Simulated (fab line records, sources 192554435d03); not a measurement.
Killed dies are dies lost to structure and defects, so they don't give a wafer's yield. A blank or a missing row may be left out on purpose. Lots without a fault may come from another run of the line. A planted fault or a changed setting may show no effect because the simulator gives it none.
A struck lot beside a sound one | flow n5_finfet | 15 steps out of a route of 1938
Sound: wafers L916.2, L916.3, L916.6. Struck: wafer L926.2. (L926.5, L926.6 of the same lot were not struck and are left out.) The cause comes at the end.
At each step with rows: each side's tool, then ch and its chambers, then its first start. Under that, the readings that differ: sound wafers | struck wafers | difference of the means | sigmas: that difference in standard deviations of wafers without a fault.
alike: readings whose means differ by less than 2 such deviations, and words and numbers that are the same on both sides. not compared: withheld readings, readings that some wafer has no value for, bounds like >300 that may hide the same value, and numbers for which the record gives no deviation and whose values overlap.
The two part at a step that has a row with sigmas, a row that says differs or no value, or rows on one side only. Numbers that don't overlap but have no deviation are shown without sigmas and don't part them. A reading that every wafer of one side lacks parts them only if that side has two wafers or more.

first, 2 steps without rows for these wafers: N5_MOL_CONTACT_COAG_PRECLEAN_111 (cleans in NF3:NH3, afs cycles 1, time 20 s, sublimation time 60 s); N5_MOL_CONTACT_COAG_TI_SIL_19 (material Ti, target thk 4.2 nm, time 15 s).
N5_MOL_CONTACT_COAG_ALD_20: deposits TiN, target thk 1.5 nm, pulse time 1 s, purge time 3 s.
  sound on ald_metal-04 ch 1,2,3, day 6 00:11; struck on ald_metal-01 ch 2, day 8 17:55
  alike: chamber_pressure_Torr, heater_power_w, precursor_pulse_height_rel
  not compared: since_wet_clean_h
N5_MOL_CONTACT_COAG_SIL_ANNEAL_21: time 60 s.
  sound on rtp_anneal-02 ch 0, day 6 00:35; struck on rtp_anneal-01 ch 0, day 8 18:20
  alike: lamp_power_pct, lamp_zone_2_pct, wafer_temp_C_max
then, 2 steps without rows for these wafers: N5_MOL_CONTACT_COAG_PRE_CLEAN_141 (time 60 s); N5_MOL_CONTACT_COAG_SPUTTER_143 (material Co, target thk 2.5 nm).
N5_MOL_CONTACT_COAG_CO_FILL_22: material Co, precursor CCTBA/H2, target thk 20 nm.
  sound on cvd_co-01 ch 0,1, day 6 02:02; struck on cvd_co-02 ch 0, day 8 19:20
  alike: chamber_pressure_Torr, heater_power_w
  not compared: since_wet_clean_h
N5_MOL_CONTACT_COAG_ANNEAL_113: time 300 s.
  sound on rtp_anneal-02 ch 0, day 6 02:47; struck on rtp_anneal-01 ch 0, day 8 20:08
  reading             | sound          | struck | difference | sigmas
  lamp_power_pct (%)  | 2.55 2.54 2.54 | 2.85   | +0.31      | +2
  lamp_zone_2_pct (%) | 2.54 2.54 2.55 | 2.85   | +0.31      | +2
  alike: anneal_temp_c_max, wafer_temp_C_max
then, 1 step without rows for these wafers: N5_MOL_CONTACT_COAG_PRE_CLEAN_142 (time 60 s).
N5_MOL_CONTACT_COAG_SPUTTER_130: material Co, target thk 47.5 nm.
  sound on pvd_sputter-03, day 6 03:38; struck on pvd_sputter-02, day 8 22:15
  alike: chamber_pressure_pa, throttle_valve_pct
then, 2 steps without rows for these wafers: N5_MOL_CONTACT_COAG_PRECLEAN_125 (cleans in DIW, time 57.5 s); N5_MOL_CONTACT_COAG_SRD_126 (dry time 32 s).
N5_MOL_CONTACT_COAG_CMP_23: polishes, stops on SiO2, t overpolish 1.5 s, target thk 0 nm.
  sound on cmp-01 ch 0,1,3, day 6 03:59; struck on cmp-01 ch 0, day 8 22:31
  reading          | sound             | struck | difference | sigmas
  platen_rpm (rpm) | 50.28 50.37 50.32 | 48.26  | -2.06      | -61
  alike: motor_current_A, overpolish_run_s, time_to_endpoint_s
-- the record jumps here: 4 days lie between the struck wafers' starts before and after (it left off in module MOL_CONTACT_COAG and takes up again in module BEOL_M4, whose first step shown is number 1111 of the route) --
N5_BEOL_M4_RC_MEAS_101:
  sound on prober-02 ch 0, day 11 06:26; struck on prober-01 ch 0, day 13 00:06
  alike: DIBL_N, DIBL_P, IOFF_N, IOFF_P, ION_N, ION_P, SS_N, SS_P, VT_N, VT_P
-- the record jumps here: 4 days lie between the struck wafers' starts before and after (it left off in module BEOL_M4 and takes up again in module PASSIVATION, whose first step shown is number 1936 of the route) --
N5_PASSIVATION_PROBE_49:
  sound on prober-02, day 15 14:55; struck on prober-02, day 17 08:44
  reading      | sound    | struck | difference | sigmas
  killed_short | 28 17 32 | 46     | +20        | +3
  alike: defect_limited_yield, killed_at_M0_to_M3, killed_at_M4_up, killed_at_contacts, killed_at_front_end, killed_at_other, killed_dies, killed_on_rim, killed_open, sort_bin_5_function, sort_bin_6_memory, sort_n_pass, sort_yield_pct

WHERE THEY PART
First at N5_MOL_CONTACT_COAG_ANNEAL_113; last, within this record, at N5_PASSIVATION_PROBE_49.

WHY: what the simulator had put in
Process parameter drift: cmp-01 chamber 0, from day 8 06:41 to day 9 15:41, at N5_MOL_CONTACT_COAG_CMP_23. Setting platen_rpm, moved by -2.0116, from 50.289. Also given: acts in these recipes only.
